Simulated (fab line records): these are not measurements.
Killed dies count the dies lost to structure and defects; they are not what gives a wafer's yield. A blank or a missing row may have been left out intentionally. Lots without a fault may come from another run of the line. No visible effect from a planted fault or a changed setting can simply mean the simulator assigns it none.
fab line records    flow n5_finfet
record: lots: 12  wafers: 32  last_day: 18
route steps=1938 shown BEOL_M10@1473 BEOL_M11@1538 PASSIVATION@1936
lots that met no fault: from a run of the same line without faults
start_h: start of the lot's first displayed wafer, in hours after the record's first day    wait_h: time in hours since the lot's previous step    " same as the row above    L1.1+2: one row covering several wafers at once    - either no value or no given start    * or withheld: withheld    < > ~ a bound
route shown NAME@n: a module of which the file shows steps, and the number in the route of the first    usual: mean/standard deviation taken from wafers without a fault    same: alike in all rows    chamber/n: place in a boat    sites: per-site readings    _std_site: their standard deviation    _edge_site: the outer-site mean with the inner-site mean subtracted    radius_mm: how far each site lies from the wafer's centre    mask NAME#n: copy n    behind: the most recent tool/chamber to have shaped the wafer    hold: why the lot was held/for how many hours/how that ended    device: whichever transistor did not switch (one of n, p or np)    end of line: the route-end tests of the same wafers    for a step that has no rows: nothing shown but its recipe    killed: not the wafer's yield, but the dies lost to structure and defects at the first sort    map: a wafer's dies, marking killed ones x, the rest . and places with no die _
set.NAME: the setting as run; set.NAME@STEP: as run at that earlier step    model.NAME: the simulator's own value behind a step, which no gauge read
route steps across a sampled set of lots; one table per step, one row per wafer
services: from which hour (start_h, from the record's first day; less than 0 if before it) a tool's chamber was out of use, for how many hours, and why
== steps ==
step: N5_BEOL_M10_PECVD_70
recipe: material: SiO2  target_thk_a: 200  temp_c: 400  precursor: TEOS/O2  pressure_torr: 5.5  rf_w: 450  teos_flow_sccm: 53.8  gas: O2  flow_sccm: 3000  time_s: 22.7
usual: heater_power_w: 746/130  showerhead_plenum_p_Torr: 8.83/0.071  susceptor_temp_C: 400.01/0.21  throttle_valve_pct: 22.0/0.67
lot.wafer  tool      chamber  start_h  wait_h  heater_power_w  showerhead_plenum_p_Torr  susceptor_temp_C  throttle_valve_pct
L962.1     pecvd-01  1        214.31   0.0     499             8.76                      399.87            21.3
L962.4     "         1        "        "       515             8.76                      399.71            21.4
L962.6     "         1        "        "       510             8.76                      400.02            21.5
L964.5     pecvd-04  1        228.57   0.1     846             8.82                      399.96            22.2
L964.6     "         2        "        "       962             8.97                      400.15            22.0
L963.3     pecvd-03  2        231.47   0.0     632             8.76                      400.57            21.4
L963.4     "         1        "        "       651             8.80                      399.94            23.4
L963.5     "         2        "        "       631             8.78                      400.18            21.2
L966.1     pecvd-04  2        235.41   0.0     900             8.99                      400.21            21.8
L966.2     "         1        "        "       806             8.81                      -                 22.0
L966.3     "         0        "        "       736             8.87                      400.29            22.3
L965.2     pecvd-01  0        242.03   0.0     842             8.86                      399.82            22.4
L965.4     "         0        "        "       849             8.90                      399.78            22.2
L965.5     "         2        "        "       711             8.84                      400.15            20.7
L973.3     pecvd-01  0        297.74   0.0     841             8.87                      400.11            22.0
L973.4     "         0        "        "       820             8.87                      400.03            22.1
L973.6     "         2        "        "       747             8.79                      400.16            20.6
L975.3     pecvd-01  0        309.45   0.0     877             8.88                      400.03            22.3
L975.4     "         0        "        "       876             8.86                      399.88            22.4
L975.5     "         2        "        "       644             8.80                      400.12            20.8
L977.2     pecvd-03  0        323.44   0.0     644             8.74                      399.85            22.5
L977.3     "         2        "        "       662             8.79                      399.98            21.9
L981.2     pecvd-04  1        339.56   0.0     835             8.80                      399.81            22.1
L981.5     "         1        "        "       805             8.81                      400.09            22.0
L982.1     pecvd-04  0        348.72   0.1     750             8.85                      399.92            22.5
L982.4     "         1        "        "       832             8.80                      400.09            21.9
L982.6     "         2        "        "       892             8.97                      400.00            22.2
L979.3     pecvd-01  2        357.83   0.0     656             8.79                      399.76            20.8
L979.4     "         0        "        "       748             8.88                      400.10            22.2
L983.1     pecvd-03  2        362.23   0.0     622             8.75                      399.81            21.5
L983.4     "         0        "        "       730             8.71                      400.01            22.8
L983.6     "         1        "        "       768             8.80                      400.19            23.2
step: N5_BEOL_M10_CMP_52
recipe: stop_on: SiCOH_lowk  t_overpolish_s: 7  down_force_psi: 1  platen_rpm: 50  clearing_platen_down_force_psi: 1.5  clearing_platen_rpm: 50  post_cmp_clean: cu_alkaline  target_thk_nm: 140  clearing_platen_pad_velocity_m_s: 0.99484  pad_velocity_m_s: 0.99484
usual: barrier_field_endpoint_s: 28.8/0.86  motor_current_A: 6.0/0.65  slurry_flow_ml_min: 150.0/0.48
lot.wafer  tool    chamber  start_h  wait_h  barrier_field_endpoint_s  motor_current_A  slurry_flow_ml_min
L962.4     cmp-04  3        221.13   0.1     29.3                      6.3              150.0
L962.1     "       1        "        "       28.7                      6.7              149.3
L962.6     "       3        "        "       28.4                      6.3              150.1
L964.6     cmp-01  3        235.68   0.2     29.8                      6.6              150.3
L964.5     "       0        "        "       29.6                      5.3              149.7
L963.3     cmp-02  3        237.95   0.2     26.3                      5.5              150.1
L963.4     "       0        "        "       28.3                      6.7              148.9
L963.5     "       3        "        "       27.4                      5.6              150.2
L966.3     cmp-04  1        240.67   0.2     28.4                      6.4              150.1
L966.2     "       2        "        "       21.8                      5.0              150.1
L966.1     "       3        "        "       29.0                      6.2              149.8
L965.4     cmp-01  0        247.66   0.1     31.1                      5.4              150.3
L965.2     "       2        "        "       29.4                      6.4              150.0
L965.5     "       0        "        "       30.5                      5.5              150.2
L973.4     cmp-04  1        308.21   0.2     29.1                      6.8              149.2
L973.3     "       2        "        "       29.9                      5.4              150.6
L973.6     "       1        "        "       29.3                      6.6              149.2
L975.4     cmp-02  1        316.26   0.2     27.8                      6.3              150.0
L975.3     "       3        "        "       27.9                      5.7              149.8
L975.5     "       0        "        "       28.7                      7.0              149.2
L977.2     cmp-01  0        330.56   0.2     29.4                      5.7              149.9
L977.3     "       1        "        "       28.8                      5.0              148.8
L981.2     cmp-04  3        346.88   0.3     29.3                      6.0              149.7
L981.5     "       0        "        "       28.9                      5.4              149.7
L982.4     cmp-01  0        355.66   0.1     30.5                      5.4              150.0
L982.1     "       1        "        "       27.4                      5.0              149.8
L982.6     "       0        "        "       30.2                      5.4              150.1
L979.4     cmp-01  3        365.39   0.2     29.6                      7.1              149.9
L979.3     "       1        "        "       28.6                      5.0              150.2
L983.1     cmp-01  3        369.05   0.3     29.4                      7.0              148.9
L983.4     "       0        "        "       29.5                      5.3              150.1
L983.6     "       0        "        "       29.6                      5.3              150.2
step: N5_BEOL_M10_RS_MEAS_57
recipe: thk_meas_gauge: four-point-probe  reads: Cu_of_BEOL_M10_ECD_50+Co_of_BEOL_M10_CVD_75+TaN_of_BEOL_M10_ALD_74
usual: M10_RS: 0.152/0.0049
lot.wafer  tool           chamber  start_h  wait_h  M10_RS[ohm/sq]
L962.1     film_metro-01  -        221.56   0.1     0.157
L962.4     "              -        "        "       0.151
L962.6     "              -        "        "       0.157
L964.5     film_metro-01  -        235.97   0.0     0.148
L964.6     "              -        "        "       0.144
L963.3     film_metro-01  -        238.38   0.1     0.152
L963.4     "              -        "        "       0.150
L963.5     "              -        "        "       0.152
L966.1     film_metro-01  -        241.10   0.1     0.152
L966.2     "              -        "        "       0.152
L966.3     "              -        "        "       0.160
L965.2     film_metro-01  -        248.09   0.1     0.151
L965.4     "              -        "        "       0.147
L965.5     "              -        "        "       0.159
L973.3     film_metro-02  -        308.60   0.1     0.148
L973.4     "              -        "        "       0.159
L973.6     "              -        "        "       0.146
L975.3     film_metro-01  -        316.69   0.1     0.151
L975.4     "              -        "        "       0.153
L975.5     "              -        "        "       0.150
L977.2     film_metro-02  -        330.99   0.1     0.154
L977.3     "              -        "        "       0.154
L981.2     film_metro-02  -        347.19   0.1     0.153
L981.5     "              -        "        "       0.151
L982.1     film_metro-01  -        356.09   0.1     0.148
L982.4     "              -        "        "       0.141
L982.6     "              -        "        "       0.147
L979.3     film_metro-02  -        365.79   0.1     0.161
L979.4     "              -        "        "       0.153
L983.1     film_metro-02  -        369.49   0.1     0.153
L983.4     "              -        "        "       0.154
L983.6     "              -        "        "       0.150
step: N5_BEOL_M10_INSPECT_58
recipe: inspect_instrument: darkfield  mode: post_dep
usual: raw_defect_count: 71/22
lot.wafer  tool               chamber  start_h  wait_h  raw_defect_count
L962.1     defect_inspect-01  -        221.59   0.0     106
L962.4     "                  -        "        "       92
L962.6     "                  -        "        "       66
L964.5     defect_inspect-01  -        235.99   0.0     85
L964.6     "                  -        "        "       79
L963.3     defect_inspect-02  -        238.41   0.0     100
L963.4     "                  -        "        "       79
L963.5     "                  -        "        "       104
L966.1     defect_inspect-02  -        241.13   0.0     67
L966.2     "                  -        "        "       104
L966.3     "                  -        "        "       42
L965.2     defect_inspect-02  -        248.12   0.0     49
L965.4     "                  -        "        "       39
L965.5     "                  -        "        "       62
L973.3     defect_inspect-02  -        308.63   0.0     104
L973.4     "                  -        "        "       61
L973.6     "                  -        "        "       37
L975.3     defect_inspect-01  -        316.71   0.0     94
L975.4     "                  -        "        "       86
L975.5     "                  -        "        "       94
L977.2     defect_inspect-02  -        331.02   0.0     45
L977.3     "                  -        "        "       64
L981.2     defect_inspect-02  -        347.22   0.0     57
L981.5     "                  -        "        "       54
L982.1     defect_inspect-01  -        356.11   0.0     103
L982.4     "                  -        "        "       71
L982.6     "                  -        "        "       103
L979.3     defect_inspect-01  -        365.81   0.0     58
L979.4     "                  -        "        "       78
L983.1     defect_inspect-01  -        369.73   0.2     52
L983.4     "                  -        "        "       57
L983.6     "                  -        "        "       45
step: N5_BEOL_M11_THK_MEAS_01
recipe: reads: SiCOH_lowk_of_BEOL_M11_ILD_DEP_00
usual: M11_ILD_THK: 267/3.7
lot.wafer  tool           chamber  start_h  wait_h  M11_ILD_THK[nm]
L962.1     film_metro-01  -        222.22   0.4     269
L962.4     "              -        "        "       275
L962.6     "              -        "        "       271
L964.5     film_metro-01  -        236.62   0.1     270
L964.6     "              -        "        "       267
L963.3     film_metro-01  -        239.04   0.3     265
L963.4     "              -        "        "       274
L963.5     "              -        "        "       264
L966.1     film_metro-02  -        241.76   0.4     271
L966.2     "              -        "        "       266
L966.3     "              -        "        "       267
L965.2     film_metro-02  -        248.75   0.4     262
L965.4     "              -        "        "       267
L965.5     "              -        "        "       268
L973.3     film_metro-02  -        309.26   0.3     266
L973.4     "              -        "        "       271
L973.6     "              -        "        "       263
L975.3     film_metro-01  -        317.58   0.3     269
L975.4     "              -        "        "       274
L975.5     "              -        "        "       276
L977.2     film_metro-02  -        331.68   0.4     267
L977.3     "              -        "        "       265
L981.2     film_metro-02  -        347.88   0.4     265
L981.5     "              -        "        "       272
L982.1     film_metro-02  -        356.74   0.4     265
L982.4     "              -        "        "       274
L982.6     "              -        "        "       268
L979.3     film_metro-02  -        366.68   0.5     261
L979.4     "              -        "        "       276
L983.1     film_metro-01  -        370.36   0.4     268
L983.4     "              -        "        "       268
L983.6     "              -        "        "       267
step: N5_PASSIVATION_PROBE_49
usual: defect_limited_yield: 90.9/1.6  killed_at_M0_to_M3: 34/10  killed_at_M4_up: 13/5.4  killed_at_contacts: 13/6  killed_at_front_end: 42/13  killed_at_other: 4/3.2  killed_dies: 107/18  killed_open: 69/14  killed_short: 35/7.7  sort_bin_5_function: 5.3/1  sort_bin_6_memory: 3.3/0.75  sort_bin_8_speed: 0.00/0.015  sort_n_pass: 1073/19  sort_yield_pct: 90.9/1.6
same: gross_dies: 1180  killed_at_back_side: 0  sort_bin_4_leakage[%]: 0
lot.wafer  tool       chamber  start_h  wait_h  defect_limited_yield[%]  killed_at_M0_to_M3  killed_at_M4_up  killed_at_contacts  killed_at_front_end  killed_at_other  killed_dies  killed_open  killed_short  sort_bin_5_function[%]  sort_bin_6_memory[%]  sort_bin_8_speed[%]  sort_n_pass  sort_yield_pct[%]
L963.3     prober-01  -        287.61   0.1     93.4                     25                  14               15                  23                   1                78           55           22            3.1                     3.2                   0                    1102         93.4
L963.4     prober-01  -        287.66   0.2     91.9                     30                  13               17                  32                   3                95           58           34            5.3                     2.6                   0                    1085         91.9
L963.5     prober-01  -        287.71   0.2     91.8                     37                  12               13                  32                   3                97           61           35            3.9                     3.8                   0                    1083         91.8
L966.1     prober-01  -        289.50   0.0     91.5                     36                  16               9                   34                   5                100          73           27            5.3                     2.9                   0                    1080         91.5
L966.2     prober-01  -        289.55   0.1     91.9                     35                  7                18                  33                   3                96           57           38            4.2                     3.4                   0                    1084         91.9
L966.3     prober-01  -        289.60   0.1     91.1                     42                  14               12                  28                   9                105          67           35            5.8                     3.0                   0                    1075         91.1
L973.3     prober-01  -        353.38   0.1     89.9                     38                  22               10                  46                   3                119          68           47            6.9                     2.8                   0                    1061         89.9
L973.4     prober-01  -        353.43   0.2     90.3                     48                  7                19                  39                   2                115          74           41            5.8                     3.4                   0                    1065         90.3
L973.6     prober-01  -        353.53   0.3     88.9                     34                  25               22                  48                   2                131          86           42            6.4                     4.2                   0                    1049         88.9
L975.3     prober-02  -        361.36   0.1     86.2                     48                  11               15                  78                   11               163          104          53            7.2                     5.6                   0                    1017         86.2
L975.4     prober-02  -        361.41   0.2     88.1                     45                  11               11                  71                   3                141          79           60            6.4                     5.1                   0                    1039         88.1
L975.5     prober-02  -        361.46   0.2     86.9                     55                  11               14                  72                   2                154          94           59            7.5                     5.1                   0                    1026         86.9
L977.2     prober-02  -        374.71   0.1     88.3                     48                  10               11                  55                   14               138          90           47            7.6                     3.7                   0                    1042         88.3
L977.3     prober-02  -        374.76   0.1     88.6                     53                  8                8                   56                   10               135          85           43            5.6                     4.9                   0                    1045         88.6
killed by level:class
L963.3 MOL_CONTACT_COAG:geometric_particle:open=13 FIN_SAQP:geometric_particle:short=10 BEOL_M2:geometric_particle:open=8 BEOL_M0_SAQP:geometric_particle:open=5 STI_FIN_REVEAL:geometric_particle:open=4 BEOL_M5:geometric_particle:open=4 ILD0:geometric_particle:open=3 BEOL_M1:geometric_particle:open=3
L963.4 MOL_CONTACT_COAG:geometric_particle:open=11 BEOL_M1:geometric_particle:open=8 BEOL_M2:geometric_particle:open=7 MOL_CONTACT_COAG:geometric_particle:short=6 FIN_SAQP:geometric_particle:short=4 STI_FIN_REVEAL:geometric_particle:open=4 DUMMY_GATE:geometric_particle:open=4 BEOL_M0_SAQP:geometric_particle:short=4
L963.5 BEOL_M1:geometric_particle:open=13 MOL_CONTACT_COAG:geometric_particle:open=11 BEOL_M0_SAQP:geometric_particle:short=10 ILD0:geometric_particle:open=7 ILD0:geometric_particle:short=6 FIN_SAQP:geometric_particle:short=5 BEOL_M0_SAQP:geometric_particle:open=5 BEOL_M1:geometric_particle:short=5
L966.1 BEOL_M2:geometric_particle:open=14 FIN_SAQP:geometric_particle:open=8 BEOL_M3:geometric_particle:open=8 MOL_CONTACT_COAG:geometric_particle:open=7 BEOL_M0_SAQP:geometric_particle:open=6 BEOL_M5:geometric_particle:open=6 FIN_SAQP:geometric_particle:short=5 BEOL_M0_SAQP:geometric_particle:short=5
L966.2 MOL_CONTACT_COAG:geometric_particle:open=16 BEOL_M0_SAQP:geometric_particle:short=15 BEOL_M0_SAQP:geometric_particle:open=10 FIN_SAQP:geometric_particle:short=6 DUMMY_GATE:geometric_particle:open=6 ILD0:geometric_particle:short=5 ILD0:geometric_particle:open=4 GATE_CUT:geometric_particle:short=3
L966.3 MOL_CONTACT_COAG:geometric_particle:open=9 BEOL_M0_SAQP:geometric_particle:short=9 BEOL_M0_SAQP:geometric_particle:open=9 BEOL_M2:geometric_particle:open=7 BEOL_M3:geometric_particle:open=6 FIN_SAQP:geometric_particle:short=5 BEOL_M1:geometric_particle:open=5 DUMMY_GATE:geometric_particle:short=4
L973.3 BEOL_M0_SAQP:geometric_particle:short=16 FIN_SAQP:geometric_particle:open=12 FIN_SAQP:geometric_particle:short=9 BEOL_M1:geometric_particle:open=8 BEOL_M4:geometric_particle:open=8 STI_FIN_REVEAL:geometric_particle:open=7 MOL_CONTACT_COAG:geometric_particle:open=7 BEOL_M0_SAQP:geometric_particle:open=7
L973.4 MOL_CONTACT_COAG:geometric_particle:open=15 BEOL_M0_SAQP:geometric_particle:short=15 FIN_SAQP:geometric_particle:open=14 FIN_SAQP:geometric_particle:short=10 BEOL_M0_SAQP:geometric_particle:open=8 BEOL_M3:geometric_particle:open=7 BEOL_M2:geometric_particle:open=5 STI_FIN_REVEAL:geometric_particle:open=5
L973.6 MOL_CONTACT_COAG:geometric_particle:open=15 STI_FIN_REVEAL:geometric_particle:open=11 BEOL_M4:geometric_particle:open=10 MOL_CONTACT_COAG:geometric_particle:short=7 BEOL_M0_SAQP:geometric_particle:short=7 BEOL_M3:geometric_particle:open=7 FIN_SAQP:geometric_particle:short=6 DUMMY_GATE:geometric_particle:open=5
L975.3 STI_FIN_REVEAL:geometric_particle:open=17 BEOL_M1:geometric_particle:open=16 DUMMY_GATE:geometric_particle:open=14 MOL_CONTACT_COAG:geometric_particle:open=13 BEOL_M0_SAQP:geometric_particle:short=11 BEOL_M0_SAQP:geometric_particle:open=11 FIN_SAQP:geometric_particle:short=7 FIN_SAQP:geometric_particle:open=6
L975.4 FIN_SAQP:geometric_particle:short=18 STI_FIN_REVEAL:geometric_particle:open=13 FIN_SAQP:geometric_particle:open=10 GATE_CUT:geometric_particle:short=9 BEOL_M0_SAQP:geometric_particle:open=9 BEOL_M1:geometric_particle:open=9 DUMMY_GATE:geometric_particle:open=8 MOL_CONTACT_COAG:geometric_particle:open=7
L975.5 STI_FIN_REVEAL:geometric_particle:open=27 BEOL_M0_SAQP:geometric_particle:short=14 FIN_SAQP:geometric_particle:short=13 BEOL_M0_SAQP:geometric_particle:open=13 MOL_CONTACT_COAG:geometric_particle:open=13 BEOL_M1:geometric_particle:open=13 STI_FIN_REVEAL:geometric_particle:short=7 BEOL_M1:geometric_particle:short=7
L977.2 FIN_SAQP:geometric_particle:open=22 BEOL_M0_SAQP:geometric_particle:open=13 BEOL_M0_SAQP:geometric_particle:short=11 BEOL_M3:geometric_particle:open=10 STI_FIN_REVEAL:geometric_particle:open=8 MOL_CONTACT_COAG:geometric_particle:open=8 GATE_CUT:geometric_particle:short=6 GATE_CUT:geometric_particle:open=5
L977.3 STI_FIN_REVEAL:geometric_particle:open=18 BEOL_M0_SAQP:geometric_particle:short=17 BEOL_M0_SAQP:geometric_particle:open=11 STI_FIN_REVEAL:geometric_particle:short=9 DUMMY_GATE:geometric_particle:open=9 BEOL_M3:geometric_particle:open=9 MOL_CONTACT_COAG:geometric_particle:open=7 HKMG_FIN:area_etch=6
== services ==
tool      chamber  start_h  hours  kind
cmp-02    -        191.17   9.8    repair
cmp-01    -        195.35   3.5    repair
cmp-04    -        199.06   17.2   pm
pecvd-01  2        202.38   -      clean
pecvd-01  2        202.38   -      consumable_replace:showerhead
pecvd-01  2        202.38   29.0   scheduled_down
pecvd-01  2        202.38   29.0   vent_cycle
cmp-04    -        224.79   1.5    repair
cmp-01    -        228.23   0.9    repair
cmp-01    -        230.09   1.5    repair
cmp-02    -        239.41   4.0    pm
pecvd-01  -        242.73   2.0    repair
cmp-01    -        259.16   1.2    repair
cmp-02    -        263.19   4.4    pm
cmp-04    -        263.30   0.7    repair
pecvd-01  1        268.27   3.6    repair
cmp-01    -        281.15   0.8    repair
cmp-04    -        285.55   4.0    pm
pecvd-01  2        314.61   4.8    repair
pecvd-01  0        326.49   2.1    scheduled_down
pecvd-01  0        335.08   -      calibration
pecvd-01  -        337.11   14.6   pm
pecvd-04  -        350.50   5.5    pm
pecvd-04  -        359.46   1.0    repair
== key ==
first_sign: step: N5_BEOL_M10_CMP_52  reading: barrier_field_endpoint_s  direction: down  sigmas: 8.1  usual: 28.8  struck: 21.8
effect none on later readings
met_at N5_BEOL_M10_PECVD_70
struck_lots L966
struck_wafers L966.2
not_acting_at N5_BEOL_M10_RS_MEAS_57,N5_BEOL_M10_INSPECT_58,N5_BEOL_M11_THK_MEAS_01
onset_between 228.57 235.41
fault: kind: process_parameter_drift  tool: pecvd-04  chamber: -  onset_h: 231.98  steps: N5_BEOL_M10_PECVD_70  channel: time_s  offset: *  shape: step  end_h: 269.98  scope: struck_wafers_only  acts_in: *  stated: *
